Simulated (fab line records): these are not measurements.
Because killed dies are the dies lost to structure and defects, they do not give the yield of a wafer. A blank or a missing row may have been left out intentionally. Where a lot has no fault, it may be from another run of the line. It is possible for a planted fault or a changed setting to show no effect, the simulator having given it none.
Matching of chambers / flow n5Finfet / pecvd-02 running N5_BEOL_M10_ILD_DEP_00: 3 sister chambers
The step deposits SiCOH lowk from DEMS/porogen, target thk 308.51 nm, time 58 s. 16 wafers are shown with their chamber, then 8 later ones without.

== WAFERS, EACH WITH ITS CHAMBER ==
wafer=L075.2; chamber=0; throttleValvePct (%)=13.5; showerheadPlenumPTorr (Torr)=5.730; heaterPowerW (W)=294
wafer=L075.4; chamber=2; throttleValvePct (%)=13.0; showerheadPlenumPTorr (Torr)=5.736; heaterPowerW (W)=253
wafer=L075.6; chamber=0; throttleValvePct (%)=13.5; showerheadPlenumPTorr (Torr)=5.726; heaterPowerW (W)=291
wafer=L083.2; chamber=0; throttleValvePct (%)=13.3; showerheadPlenumPTorr (Torr)=5.725; heaterPowerW (W)=313
wafer=L083.4; chamber=1; throttleValvePct (%)=13.3; showerheadPlenumPTorr (Torr)=5.729; heaterPowerW (W)=302
wafer=L083.6; chamber=2; throttleValvePct (%)=13.2; showerheadPlenumPTorr (Torr)=5.737; heaterPowerW (W)=316
wafer=L085.2; chamber=2; throttleValvePct (%)=12.7; showerheadPlenumPTorr (Torr)=5.748; heaterPowerW (W)=259
wafer=L085.5; chamber=0; throttleValvePct (%)=13.3; showerheadPlenumPTorr (Torr)=5.729; heaterPowerW (W)=297
wafer=L085.6; chamber=1; throttleValvePct (%)=13.6; showerheadPlenumPTorr (Torr)=5.732; heaterPowerW (W)=309
wafer=L088.2; chamber=0; throttleValvePct (%)=13.7; showerheadPlenumPTorr (Torr)=5.720; heaterPowerW (W)=272
wafer=L088.3; chamber=2; throttleValvePct (%)=12.8; showerheadPlenumPTorr (Torr)=5.737; heaterPowerW (W)=314
wafer=L088.4; chamber=1; throttleValvePct (%)=13.4; showerheadPlenumPTorr (Torr)=5.708; heaterPowerW (W)=283
wafer=L086.1; chamber=1; throttleValvePct (%)=13.0; showerheadPlenumPTorr (Torr)=5.732; heaterPowerW (W)=328
wafer=L086.3; chamber=0; throttleValvePct (%)=13.4; showerheadPlenumPTorr (Torr)=5.734; heaterPowerW (W)=249
wafer=L086.5; chamber=1; throttleValvePct (%)=13.3; showerheadPlenumPTorr (Torr)=5.723; heaterPowerW (W)=263
wafer=L090.3; chamber=0; throttleValvePct (%)=13.6; showerheadPlenumPTorr (Torr)=5.736; heaterPowerW (W)=299

SIGNATURES (averages over the wafers above)
reading=throttleValvePct; chamber 0=13.471; chamber 1=13.320; chamber 2=12.925; scatter within a chamber=0.19
reading=showerheadPlenumPTorr; chamber 0=5.72857; chamber 1=5.72480; chamber 2=5.73950; scatter within a chamber=0.00725
reading=heaterPowerW; chamber 0=287.86; chamber 1=297.00; chamber 2=285.50; scatter within a chamber=25.8
Rule: for each reading, subtract the chamber's mean from the wafer's reading, divide by that reading's scatter and square the result; add these up over the readings and take the root, which gives the wafer's distance from the chamber. The wafer belongs to the nearest chamber; if the next one is less than 2 further off, it can't be placed. The scatter: take each reading less its chamber's mean, square it, sum over the shown wafers, divide by the number of wafers less the number of chambers, and take the root.

== WAFERS WITHOUT THEIR CHAMBER ==
wafer=L090.4; throttleValvePct (%)=13.4; showerheadPlenumPTorr (Torr)=5.716; heaterPowerW (W)=299
wafer=L090.6; throttleValvePct (%)=13.7; showerheadPlenumPTorr (Torr)=5.713; heaterPowerW (W)=308
wafer=L093.2; throttleValvePct (%)=13.6; showerheadPlenumPTorr (Torr)=5.732; heaterPowerW (W)=319
wafer=L093.3; throttleValvePct (%)=12.8; showerheadPlenumPTorr (Torr)=5.757; heaterPowerW (W)=310
wafer=L093.4; throttleValvePct (%)=13.1; showerheadPlenumPTorr (Torr)=5.728; heaterPowerW (W)=320
wafer=L095.2; throttleValvePct (%)=13.7; showerheadPlenumPTorr (Torr)=5.734; heaterPowerW (W)=294
wafer=L095.5; throttleValvePct (%)=13.0; showerheadPlenumPTorr (Torr)=5.744; heaterPowerW (W)=294
wafer=L095.6; throttleValvePct (%)=13.3; showerheadPlenumPTorr (Torr)=5.716; heaterPowerW (W)=274

== EACH ONE'S CHAMBER ==
wafer=L090.4; from the rows above=can't be placed: 1 or 0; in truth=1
wafer=L090.6; from the rows above=can't be placed: 0 or 1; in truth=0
wafer=L093.2; from the rows above=can't be placed: 0 or 1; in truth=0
wafer=L093.3; from the rows above=2; in truth=2
wafer=L093.4; from the rows above=can't be placed: 1 or 2 or 0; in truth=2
wafer=L095.2; from the rows above=can't be placed: 0 or 1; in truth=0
wafer=L095.5; from the rows above=2; in truth=2
wafer=L095.6; from the rows above=can't be placed: 1 or 0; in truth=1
Correctly placed: 2 of 8. Can't be placed from these rows: 6 (the true chamber is among the candidates in 6). 0 placed wrongly.
